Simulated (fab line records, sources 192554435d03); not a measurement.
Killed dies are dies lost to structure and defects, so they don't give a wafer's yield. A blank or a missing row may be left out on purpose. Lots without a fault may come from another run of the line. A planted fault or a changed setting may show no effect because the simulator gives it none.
Chamber matching | flow n5_finfet | N5_BEOL_M6_CMP_52 on cmp-01: 4 sister chambers
The step polishes, stops on SiCOH lowk, t overpolish 6.9 s, target thk 80 nm. 8 wafers are shown with their chamber, then 12 later ones without.

WAFERS WITH THEIR CHAMBER
wafer  | chamber | motor_current_A (A) | overpolish_run_s (s)
L082.4 | 2       | 6.1                 | 6.918
L084.6 | 0       | 6.4                 | 6.879
L083.1 | 2       | 6.0                 | 6.894
L083.2 | 3       | 6.3                 | 6.904
L083.4 | 1       | 6.9                 | 6.896
L086.1 | 1       | 6.5                 | 6.914
L086.2 | 3       | 6.2                 | 6.894
L086.3 | 0       | 5.7                 | 6.903

WAFERS WITHOUT THEIR CHAMBER
wafer  | motor_current_A (A) | overpolish_run_s (s)
L088.2 | 6.4                 | 6.908
L088.3 | 5.8                 | 6.900
L088.6 | 6.1                 | 6.884
L093.1 | 6.3                 | 6.909
L093.2 | 6.6                 | 6.902
L093.3 | 6.0                 | 6.918
L096.1 | 6.5                 | 6.883
L096.2 | 5.9                 | 6.909
L096.6 | 6.2                 | 6.904
L097.1 | 6.2                 | 6.889
L097.3 | 6.1                 | 6.910
L097.6 | 6.1                 | 6.887

WHICH CHAMBER EACH WENT THROUGH
wafer  | from the rows above               | in truth
L088.2 | can't be placed: 3 or 1 or 2 or 0 | 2
L088.3 | can't be placed: 2 or 0 or 3      | 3
L088.6 | can't be placed: 0 or 3 or 2      | 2
L093.1 | can't be placed: 3 or 2 or 1 or 0 | 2
L093.2 | can't be placed: 1 or 3 or 2 or 0 | 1
L093.3 | can't be placed: 2 or 3 or 0 or 1 | 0
L096.1 | can't be placed: 3 or 0 or 1 or 2 | 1
L096.2 | can't be placed: 2 or 0 or 3      | 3
L096.6 | can't be placed: 3 or 2 or 0 or 1 | 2
L097.1 | can't be placed: 0 or 3 or 2 or 1 | 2
L097.3 | can't be placed: 2 or 3 or 0 or 1 | 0
L097.6 | can't be placed: 0 or 3 or 2      | 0
Placed correctly: 0 of 12. Can't be placed from these rows: 12 (the true chamber is among the candidates in 12). Placed wrongly: 0.
How it was worked out, from the rows above alone: a wafer's distance from a chamber is the root of the sum, over the readings, of the square of ((its reading less the chamber's mean) divided by the reading's scatter). The wafer belongs to the nearest chamber; if the next one is less than 2 further off, it can't be placed. A chamber's mean is the mean of its shown wafers. The scatter: the root of (the sum of the squares of (reading less its chamber's mean) over the shown wafers, divided by (wafers less chambers)).
